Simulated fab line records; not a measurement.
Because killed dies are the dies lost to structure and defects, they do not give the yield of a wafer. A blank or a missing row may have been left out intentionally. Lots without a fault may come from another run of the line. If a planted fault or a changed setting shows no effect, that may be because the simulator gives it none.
Matching of chambers ; flow n5_finfet ; 4 sister chambers for N5_BEOL_M12_CMP_49 on cmp-04
The step polishes, stops on SiOC, t overpolish 20.6 s, target thk 320 nm. 18 wafers are shown with their chamber, then 9 later ones without.

WAFERS WITH THEIR CHAMBER
wafer;chamber;motor_current_A (A);barrier_field_endpoint_s (s);overpolish_run_s (s)
L075.1;3;6.7;29.6;20.610
L075.4;2;5.5;29.4;20.603
L075.6;2;5.9;29.5;20.600
L076.3;2;6.0;30.5;20.595
L076.5;1;6.3;30.2;20.602
L076.6;2;5.7;30.1;20.617
L082.4;2;6.0;31.1;20.587
L082.5;0;7.3;32.1;20.594
L082.6;3;6.6;30.0;20.596
L081.3;3;6.7;30.1;20.598
L081.5;1;6.3;30.5;20.618
L081.6;0;7.0;30.5;20.608
L084.3;3;6.8;30.2;20.611
L084.4;2;5.5;30.5;20.582
L084.5;1;6.2;30.7;20.602
L088.2;1;5.9;30.7;20.606
L088.4;0;7.2;30.3;20.593
L088.5;0;7.4;30.8;20.611

SIGNATURES (means of the wafers above)
reading;chamber 0;chamber 1;chamber 2;chamber 3;scatter within a chamber
motor_current_A;7.225;6.175;5.767;6.700;0.187
barrier_field_endpoint_s;30.925;30.525;30.183;29.975;0.565
overpolish_run_s;20.60150;20.60700;20.59733;20.60375;0.00997
Rule: for each reading, subtract the chamber's mean from the wafer's reading, divide by that reading's scatter and square the result; add these up over the readings and take the root, which gives the wafer's distance from the chamber. If the next closest chamber is less than 2 further off than the closest, the wafer can't be placed; otherwise it belongs to the closest. The scatter: take each reading less its chamber's mean, square it, sum over the shown wafers, divide by the number of wafers less the number of chambers, and take the root.

WAFERS MISSING THEIR CHAMBER
wafer;motor_current_A (A);barrier_field_endpoint_s (s);overpolish_run_s (s)
L086.1;7.0;30.5;20.593
L086.3;7.0;29.7;20.607
L086.5;6.2;30.2;20.593
L094.1;6.5;30.9;20.586
L094.5;6.0;31.3;20.587
L094.6;6.0;30.8;20.608
L097.2;7.1;30.5;20.606
L097.3;5.7;29.7;20.576
L097.5;5.7;29.8;20.610

EACH ONE'S CHAMBER
wafer;from the rows above;in truth
L086.1;can't be placed: 0 or 3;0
L086.3;can't be placed: 3 or 0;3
L086.5;can't be placed: 1 or 2 or 3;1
L094.1;can't be placed: 3 or 1 or 0 or 2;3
L094.5;can't be placed: 2 or 1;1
L094.6;can't be placed: 1 or 2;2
L097.2;can't be placed: 0 or 3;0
L097.3;can't be placed: 2 or 1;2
L097.5;can't be placed: 2 or 1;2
Correctly placed: 0 of 9. From these rows, 9 cannot be placed; in 9 the true chamber is one of the candidates. 0 placed wrongly.
